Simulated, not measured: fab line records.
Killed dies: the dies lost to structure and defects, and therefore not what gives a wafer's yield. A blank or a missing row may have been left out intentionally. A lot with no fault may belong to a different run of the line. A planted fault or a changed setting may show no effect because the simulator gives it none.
Which tool did it? :: flow nandHarc :: 24 lots with 72 wafers sampled at 4 steps, on a route of 1159 steps

## WHAT THE GAUGES READ, wafer by wafer
NHARC_P_M0_INSPECT_27.
lot: L074
measured: day 6 00:11
on: defectInspect-01
rawDefectCount: 237 217 298

lot: L076
measured: day 6 14:42
on: defectInspect-01
rawDefectCount: 299 289 291

lot: L075
measured: day 6 09:52
on: defectInspect-01
rawDefectCount: 387 358 249

lot: L077
measured: day 6 17:14
on: defectInspect-01
rawDefectCount: 321 303 174

lot: L078
measured: day 6 16:35
on: defectInspect-01
rawDefectCount: 262 402 300

lot: L079
measured: day 7 13:13
on: defectInspect-02
rawDefectCount: 255 171 255

lot: L080
measured: day 7 13:53
on: defectInspect-02
rawDefectCount: 125 195 187

lot: L081
measured: day 7 18:14
on: defectInspect-01
rawDefectCount: 146 301 244

lot: L083
measured: day 8 09:37
on: defectInspect-02
rawDefectCount: 344 423 694

lot: L082
measured: day 8 09:45
on: defectInspect-01
rawDefectCount: 158 293 225

lot: L084
measured: day 8 19:32
on: defectInspect-01
rawDefectCount: 141 147 315

lot: L085
measured: day 9 02:11
on: defectInspect-01
rawDefectCount: 260 331 457

lot: L086
measured: day 9 02:53
on: defectInspect-01
rawDefectCount: 319 166 304

lot: L088
measured: day 9 15:49
on: defectInspect-02
rawDefectCount: 498 304 387

lot: L087
measured: day 9 16:28
on: defectInspect-02
rawDefectCount: 231 217 241

lot: L089
measured: day 10 04:26
on: defectInspect-02
rawDefectCount: 401 336 350

lot: L090
measured: day 10 05:16
on: defectInspect-02
rawDefectCount: 191 274 248

lot: L092
measured: day 10 11:02
on: defectInspect-02
rawDefectCount: 330 335 249

lot: L091
measured: day 10 14:24
on: defectInspect-02
rawDefectCount: 386 272 443

lot: L093
measured: day 10 16:37
on: defectInspect-02
rawDefectCount: 480 419 245

lot: L094
measured: day 11 01:11
on: defectInspect-02
rawDefectCount: 218 673 303

lot: L095
measured: day 11 03:49
on: defectInspect-02
rawDefectCount: 175 264 202

lot: L096
measured: day 11 05:40
on: defectInspect-02
rawDefectCount: 159 289 260

lot: L097
measured: day 11 12:09
on: defectInspect-01
rawDefectCount: 191 297 449

## EACH LOT AND THE TOOL THAT RAN IT (in order: tool; ch and the chambers of the sampled wafers; start)
lot: L074
NHARC_P_GATE_ETCH_32: rieSi-04 ch 0,1, day 4 16:38
NHARC_P_GATE_DEGAS_109: pvdSputter-02, day 5 11:26
NHARC_P_CONTACT_DEGAS_38: pvdSputter-02, day 5 15:41

lot: L076
NHARC_P_GATE_ETCH_32: rieSi-06 ch 0,3, day 5 02:05
NHARC_P_GATE_DEGAS_109: pvdSputter-02, day 6 01:40
NHARC_P_CONTACT_DEGAS_38: pvdSputter-02, day 6 06:09

lot: L075
NHARC_P_GATE_ETCH_32: rieSi-05 ch 0,3, day 5 02:10
NHARC_P_GATE_DEGAS_109: pvdSputter-02, day 5 19:03
NHARC_P_CONTACT_DEGAS_38: pvdSputter-01, day 5 23:29

lot: L077
NHARC_P_GATE_ETCH_32: rieSi-05 ch 0,2,3, day 5 13:46
NHARC_P_GATE_DEGAS_109: pvdSputter-02, day 6 07:28
NHARC_P_CONTACT_DEGAS_38: pvdSputter-02, day 6 12:07

lot: L078
NHARC_P_GATE_ETCH_32: rieSi-04 ch 1,2,3, day 5 14:11
NHARC_P_GATE_DEGAS_109: pvdSputter-02, day 6 07:02
NHARC_P_CONTACT_DEGAS_38: pvdSputter-02, day 6 11:29

lot: L079
NHARC_P_GATE_ETCH_32: rieSi-05 ch 0,1,2, day 6 06:57
NHARC_P_GATE_DEGAS_109: pvdSputter-02, day 6 23:38
NHARC_P_CONTACT_DEGAS_38: pvdSputter-01, day 7 03:59

lot: L080
NHARC_P_GATE_ETCH_32: rieSi-04 ch 0,2, day 6 07:14
NHARC_P_GATE_DEGAS_109: pvdSputter-01, day 7 00:17
NHARC_P_CONTACT_DEGAS_38: pvdSputter-01, day 7 04:59

lot: L081
NHARC_P_GATE_ETCH_32: rieSi-04 ch 0,2,3, day 6 14:52
NHARC_P_GATE_DEGAS_109: pvdSputter-02, day 7 07:59
NHARC_P_CONTACT_DEGAS_38: pvdSputter-03, day 7 12:28

lot: L083
NHARC_P_GATE_ETCH_32: rieSi-05 ch 0,1,3, day 7 06:44
NHARC_P_GATE_DEGAS_109: pvdSputter-02, day 8 00:03
NHARC_P_CONTACT_DEGAS_38: pvdSputter-03, day 8 04:26

lot: L082
NHARC_P_GATE_ETCH_32: rieSi-04 ch 0,1, day 7 07:12
NHARC_P_GATE_DEGAS_109: pvdSputter-03, day 8 00:11
NHARC_P_CONTACT_DEGAS_38: pvdSputter-01, day 8 04:40

lot: L084
NHARC_P_GATE_ETCH_32: rieSi-06 ch 0,3, day 7 07:27
NHARC_P_GATE_DEGAS_109: pvdSputter-01, day 8 05:13
NHARC_P_CONTACT_DEGAS_38: pvdSputter-02, day 8 09:45

lot: L085
NHARC_P_GATE_ETCH_32: rieSi-05 ch 0,2,3, day 7 23:28
NHARC_P_GATE_DEGAS_109: pvdSputter-03, day 8 16:23
NHARC_P_CONTACT_DEGAS_38: pvdSputter-02, day 8 21:01

lot: L086
NHARC_P_GATE_ETCH_32: rieSi-05 ch 0,2, day 7 23:38
NHARC_P_GATE_DEGAS_109: pvdSputter-03, day 8 17:19
NHARC_P_CONTACT_DEGAS_38: pvdSputter-03, day 8 21:41

lot: L088
NHARC_P_GATE_ETCH_32: rieSi-05 ch 1,2,3, day 8 06:17
NHARC_P_GATE_DEGAS_109: pvdSputter-01, day 9 00:13
NHARC_P_CONTACT_DEGAS_38: pvdSputter-01, day 9 05:33

lot: L087
NHARC_P_GATE_ETCH_32: rieSi-06 ch 0,1,3, day 8 06:58
NHARC_P_GATE_DEGAS_109: pvdSputter-01, day 9 01:10
NHARC_P_CONTACT_DEGAS_38: pvdSputter-03, day 9 05:52

lot: L089
NHARC_P_GATE_ETCH_32: rieSi-06 ch 0,2,3, day 9 00:38
NHARC_P_GATE_DEGAS_109: pvdSputter-03, day 9 17:59
NHARC_P_CONTACT_DEGAS_38: pvdSputter-03, day 9 22:35

lot: L090
NHARC_P_GATE_ETCH_32: rieSi-04 ch 2,3, day 9 01:32
NHARC_P_GATE_DEGAS_109: pvdSputter-03, day 9 18:30
NHARC_P_CONTACT_DEGAS_38: pvdSputter-01, day 9 23:14

lot: L092
NHARC_P_GATE_ETCH_32: rieSi-06 ch 0,2, day 9 05:11
NHARC_P_GATE_DEGAS_109: pvdSputter-01, day 9 22:08
NHARC_P_CONTACT_DEGAS_38: pvdSputter-01, day 10 02:29

lot: L091
NHARC_P_GATE_ETCH_32: rieSi-05 ch 0,1,2, day 9 05:36
NHARC_P_GATE_DEGAS_109: pvdSputter-01, day 10 00:13
NHARC_P_CONTACT_DEGAS_38: pvdSputter-03, day 10 04:27

lot: L093
NHARC_P_GATE_ETCH_32: rieSi-06 ch 1,2,3, day 9 10:21
NHARC_P_GATE_DEGAS_109: pvdSputter-03, day 10 03:21
NHARC_P_CONTACT_DEGAS_38: pvdSputter-01, day 10 08:10

lot: L094
NHARC_P_GATE_ETCH_32: rieSi-06 ch 0,3, day 9 19:14
NHARC_P_GATE_DEGAS_109: pvdSputter-02, day 10 11:47
NHARC_P_CONTACT_DEGAS_38: pvdSputter-01, day 10 16:08

lot: L095
NHARC_P_GATE_ETCH_32: rieSi-04 ch 1,3, day 10 01:05
NHARC_P_GATE_DEGAS_109: pvdSputter-02, day 10 18:09
NHARC_P_CONTACT_DEGAS_38: pvdSputter-01, day 10 22:33

lot: L096
NHARC_P_GATE_ETCH_32: rieSi-06 ch 1,2,3, day 10 01:09
NHARC_P_GATE_DEGAS_109: pvdSputter-01, day 10 20:06
NHARC_P_CONTACT_DEGAS_38: pvdSputter-03, day 11 00:40

lot: L097
NHARC_P_GATE_ETCH_32: rieSi-04 ch 0,2,3, day 10 07:00
NHARC_P_GATE_DEGAS_109: pvdSputter-02, day 10 23:50
NHARC_P_CONTACT_DEGAS_38: pvdSputter-01, day 11 04:19
- NHARC_P_GATE_ETCH_32: etches the open film in HBr/Cl2, target depth 150 nm, time 100.1 s.
- NHARC_P_GATE_DEGAS_109: time 60 s.
- NHARC_P_CONTACT_DEGAS_38: time 60 s.

## AS READ BY THE TOOLS THEMSELVES (means over the sampled wafers that have a number; for cases with no such wafer, the mark the record gives instead)
NHARC_P_GATE_ETCH_32.
lot: L074
tool: rieSi-04
drypumpMotorCurrentA (A): 5.0
oesProductAu (a.u.): 1.000
throttleValvePct (%): 26.410

lot: L076
tool: rieSi-06
drypumpMotorCurrentA (A): 5.4
oesProductAu (a.u.): 1.002
throttleValvePct (%): 26.396

lot: L075
tool: rieSi-05
drypumpMotorCurrentA (A): 5.6
oesProductAu (a.u.): 0.997
throttleValvePct (%): 26.412

lot: L077
tool: rieSi-05
drypumpMotorCurrentA (A): 5.7
oesProductAu (a.u.): 0.996
throttleValvePct (%): 26.408

lot: L078
tool: rieSi-04
drypumpMotorCurrentA (A): 5.2
oesProductAu (a.u.): 0.996
throttleValvePct (%): 26.399

lot: L079
tool: rieSi-05
drypumpMotorCurrentA (A): 5.8
oesProductAu (a.u.): 1.001
throttleValvePct (%): 26.410

lot: L080
tool: rieSi-04
drypumpMotorCurrentA (A): 5.6
oesProductAu (a.u.): 1.018
throttleValvePct (%): 26.406

lot: L081
tool: rieSi-04
drypumpMotorCurrentA (A): 5.4
oesProductAu (a.u.): 1.001
throttleValvePct (%): 26.414

lot: L083
tool: rieSi-05
drypumpMotorCurrentA (A): 5.7
oesProductAu (a.u.): 0.996
throttleValvePct (%): 26.402

lot: L082
tool: rieSi-04
drypumpMotorCurrentA (A): 5.0
oesProductAu (a.u.): 1.010
throttleValvePct (%): 26.406

lot: L084
tool: rieSi-06
drypumpMotorCurrentA (A): 5.4
oesProductAu (a.u.): 0.993
throttleValvePct (%): 26.397

lot: L085
tool: rieSi-05
drypumpMotorCurrentA (A): 5.7
oesProductAu (a.u.): 0.999
throttleValvePct (%): 26.409

lot: L086
tool: rieSi-05
drypumpMotorCurrentA (A): 5.8
oesProductAu (a.u.): 0.995
throttleValvePct (%): 26.409

lot: L088
tool: rieSi-05
drypumpMotorCurrentA (A): 5.8
oesProductAu (a.u.): 1.003
throttleValvePct (%): 26.398

lot: L087
tool: rieSi-06
drypumpMotorCurrentA (A): 5.5
oesProductAu (a.u.): 0.997
throttleValvePct (%): 26.414

lot: L089
tool: rieSi-06
drypumpMotorCurrentA (A): 5.5
oesProductAu (a.u.): 1.007
throttleValvePct (%): 26.405

lot: L090
tool: rieSi-04
drypumpMotorCurrentA (A): 5.5
oesProductAu (a.u.): 1.004
throttleValvePct (%): 26.406

lot: L092
tool: rieSi-06
drypumpMotorCurrentA (A): 5.7
oesProductAu (a.u.): 1.006
throttleValvePct (%): 26.398

lot: L091
tool: rieSi-05
drypumpMotorCurrentA (A): 5.8
oesProductAu (a.u.): 1.001
throttleValvePct (%): 26.398

lot: L093
tool: rieSi-06
drypumpMotorCurrentA (A): 5.4
oesProductAu (a.u.): 1.005
throttleValvePct (%): 26.409

lot: L094
tool: rieSi-06
drypumpMotorCurrentA (A): 5.4
oesProductAu (a.u.): 0.997
throttleValvePct (%): 26.414

lot: L095
tool: rieSi-04
drypumpMotorCurrentA (A): 4.9
oesProductAu (a.u.): 1.003
throttleValvePct (%): 26.411

lot: L096
tool: rieSi-06
drypumpMotorCurrentA (A): 5.5
oesProductAu (a.u.): 1.004
throttleValvePct (%): 26.395

lot: L097
tool: rieSi-04
drypumpMotorCurrentA (A): 5.4
oesProductAu (a.u.): 1.007
throttleValvePct (%): 26.407

NHARC_P_GATE_DEGAS_109.
lot: L074
tool: pvdSputter-02
heaterPowerW (W): 507

lot: L076
tool: pvdSputter-02
heaterPowerW (W): 492

lot: L075
tool: pvdSputter-02
heaterPowerW (W): 505

lot: L077
tool: pvdSputter-02
heaterPowerW (W): 512

lot: L078
tool: pvdSputter-02
heaterPowerW (W): 500

lot: L079
tool: pvdSputter-02
heaterPowerW (W): 503

lot: L080
tool: pvdSputter-01
heaterPowerW (W): 485

lot: L081
tool: pvdSputter-02
heaterPowerW (W): 518

lot: L083
tool: pvdSputter-02
heaterPowerW (W): 498

lot: L082
tool: pvdSputter-03
heaterPowerW (W): 512

lot: L084
tool: pvdSputter-01
heaterPowerW (W): 456

lot: L085
tool: pvdSputter-03
heaterPowerW (W): 500

lot: L086
tool: pvdSputter-03
heaterPowerW (W): 463

lot: L088
tool: pvdSputter-01
heaterPowerW (W): 441

lot: L087
tool: pvdSputter-01
heaterPowerW (W): 434

lot: L089
tool: pvdSputter-03
heaterPowerW (W): 490

lot: L090
tool: pvdSputter-03
heaterPowerW (W): 484

lot: L092
tool: pvdSputter-01
heaterPowerW (W): 457

lot: L091
tool: pvdSputter-01
heaterPowerW (W): 473

lot: L093
tool: pvdSputter-03
heaterPowerW (W): 483

lot: L094
tool: pvdSputter-02
heaterPowerW (W): 481

lot: L095
tool: pvdSputter-02
heaterPowerW (W): 487

lot: L096
tool: pvdSputter-01
heaterPowerW (W): 464

lot: L097
tool: pvdSputter-02
heaterPowerW (W): 485

NHARC_P_CONTACT_DEGAS_38.
lot: L074
tool: pvdSputter-02
heaterPowerW (W): 534

lot: L076
tool: pvdSputter-02
heaterPowerW (W): 494

lot: L075
tool: pvdSputter-01
heaterPowerW (W): 472

lot: L077
tool: pvdSputter-02
heaterPowerW (W): 485

lot: L078
tool: pvdSputter-02
heaterPowerW (W): 506

lot: L079
tool: pvdSputter-01
heaterPowerW (W): 484

lot: L080
tool: pvdSputter-01
heaterPowerW (W): 481

lot: L081
tool: pvdSputter-03
heaterPowerW (W): 477

lot: L083
tool: pvdSputter-03
heaterPowerW (W): 487

lot: L082
tool: pvdSputter-01
heaterPowerW (W): 461

lot: L084
tool: pvdSputter-02
heaterPowerW (W): 494

lot: L085
tool: pvdSputter-02
heaterPowerW (W): 466

lot: L086
tool: pvdSputter-03
heaterPowerW (W): 484

lot: L088
tool: pvdSputter-01
heaterPowerW (W): 475

lot: L087
tool: pvdSputter-03
heaterPowerW (W): 497

lot: L089
tool: pvdSputter-03
heaterPowerW (W): 486

lot: L090
tool: pvdSputter-01
heaterPowerW (W): 446

lot: L092
tool: pvdSputter-01
heaterPowerW (W): 484

lot: L091
tool: pvdSputter-03
heaterPowerW (W): 469

lot: L093
tool: pvdSputter-01
heaterPowerW (W): 459

lot: L094
tool: pvdSputter-01
heaterPowerW (W): 474

lot: L095
tool: pvdSputter-01
heaterPowerW (W): 470

lot: L096
tool: pvdSputter-03
heaterPowerW (W): 469

lot: L097
tool: pvdSputter-01
heaterPowerW (W): 449

## THE ANSWER, worked out from the rows above alone
Rule: usual is defined by the lots themselves. The widest of any qualifying gaps counts: lots, ordered by their means at a reading, are off when they make up no more than a third of the lots, leave a main group of 4 or more, and stand apart from it by 3 or more times the standard deviation of that group's means. A main group whose means are all the same, to the digits that the tables above print for the reading, isn't used. Also off: a lot with no number at a reading for which 4 or more lots have one. All remaining lots with rows at the step are treated as sound. After the gauges, taken in route order, come the tools' own readings; for these a lot's mean is taken, as printed above. The first step at which some lot is off is used, and at that step the reading that is off furthest; a lot without a number counts as furthest.
None of the lots is off at any reading shown; this tells nothing.

## WHAT THE SIMULATOR PUT IN
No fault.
